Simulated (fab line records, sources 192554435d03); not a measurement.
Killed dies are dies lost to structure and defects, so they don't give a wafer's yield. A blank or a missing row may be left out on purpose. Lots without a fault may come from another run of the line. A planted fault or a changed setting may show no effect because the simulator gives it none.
Split-lot experiment | flow n5_finfet | 7 lots, 21 wafers read, on a route of 1938 steps

THE SPLIT
At N5_BEOL_M0_SAQP_ILD_DEP_01 (deposits SiOC from DEMS/O2, target thk 45.419 nm, time 8.7 s), the setting time_s was moved away from the recipe's 8.7 s on 8 of the 21 wafers read, by -13.6% to +11.4%. The other wafers ran this setting at the recipe's value.

The reading is taken at the split's own step.

THE READING
SiOC_of_BEOL_M0_SAQP_ILD_DEP_01.thk_nm (the simulator's own value, which no gauge read), in nm, at N5_BEOL_M0_SAQP_ILD_DEP_01 (deposits SiOC from DEMS/O2, target thk 45.419 nm, time 8.7 s). The file gives no usual value for it. The 13 wafers here that ran the recipe average 45.7 nm, standard deviation 0.61 nm.

wafer  | tool, chamber at the split | time_s as run, s | against the recipe | SiOC_of_BEOL_M0_SAQP_ILD_DEP_01.thk_nm, nm | against lot-mates on the recipe
L088.3 | pecvd-03, 0                | 8.7              | recipe             | 44.8                                       | -
L088.5 | pecvd-03, 0                | 8.7              | recipe             | 45.8                                       | -
L088.6 | pecvd-03, 1                | 8.7              | recipe             | 45.6                                       | -
L089.2 | pecvd-03, 1                | 7.924            | -8.9%              | 40.6                                       | -5.2
L089.5 | pecvd-03, 2                | 8.7              | recipe             | 46.6                                       | -
L089.6 | pecvd-03, 1                | 8.7              | recipe             | 45                                         | -
L090.4 | pecvd-01, 0                | 8.7              | recipe             | 46.4                                       | -
L090.5 | pecvd-01, 1                | 8.7              | recipe             | 46                                         | -
L090.6 | pecvd-01, 2                | 8.7              | recipe             | 45.2                                       | -
L091.3 | pecvd-01, 2                | 9.692            | +11.4%             | 50                                         | +3.2
L091.4 | pecvd-01, 2                | 9.692            | +11.4%             | 50.8                                       | +4.0
L091.5 | pecvd-01, 1                | 8.7              | recipe             | 46.8                                       | -
L092.2 | pecvd-02, 1                | 9.313            | +7.0%              | 47.8                                       | +2.4
L092.4 | pecvd-02, 0                | 8.7              | recipe             | 45.2                                       | -
L092.5 | pecvd-02, 1                | 8.7              | recipe             | 45.6                                       | -
L093.3 | pecvd-03, 1                | 7.516            | -13.6%             | 39                                         | -6.2
L093.4 | pecvd-03, 1                | 8.7              | recipe             | 45.2                                       | -
L093.5 | pecvd-03, 0                | 7.516            | -13.6%             | 40.4                                       | -4.8
L094.1 | pecvd-01, 2                | 9.094            | +4.5%              | 47.4                                       | +1.4
L094.5 | pecvd-01, 0                | 9.094            | +4.5%              | 48.4                                       | +2.4
L094.6 | pecvd-01, 1                | 8.7              | recipe             | 46                                         | -

THE FIT
A straight line over all 21 wafers: SiOC_of_BEOL_M0_SAQP_ILD_DEP_01.thk_nm changes by +0.438 nm for each +1% of time_s; r = +0.97; the points scatter about the line by 0.69 nm.
The same after taking each lot's own level away (the mean of its wafers on the recipe; 21 wafers): +0.391 nm for each +1%; r = +0.97; scatter 0.66 nm.
On that fit, the largest move of time_s shifts the reading by 5.3 nm.
The lots' own levels span 45.20 to 46.80 nm, that is 2.6 times the standard deviation above.
So the lot-to-lot level changes the slope: the two fits differ.
Check: with one of the wafers moved furthest among these (-13.6%) left out of the fit, the line predicts -5.23 nm for it against its lot-mates. It came out at -6.2 nm against them.

OTHER SPLITS ON THESE WAFERS
These wafers also went through other splits before the reading. Each is held against what the fit with the lots' levels taken away leaves over:
other split on the same wafers | wafers away from the commonest value | r with SiOC_of_BEOL_M0_SAQP_ILD_DEP_01.thk_nm (lot level and that fit taken away)
N5_SD_EPI_P_COAT_03 spin_rpm   | 3                                    | -0.08
N5_SDB_ALD_29 ald_cycles       | 3                                    | +0.09
N5_SDB_CMP_30 platen_rpm       | 9                                    | -0.17
N5_HKMG_FIN_ETCH_54 source_w   | 7                                    | -0.32
N5_HKMG_FIN_ETCH_58 source_w   | 8                                    | -0.14
N5_GATE_CUT_COAT_27 spin_rpm   | 3                                    | +0.20

THE FILE'S OWN FIT
SiOC_of_BEOL_M0_SAQP_ILD_DEP_01.thk_nm changes by +0.404 nm for each +1% of time_s, r = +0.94.
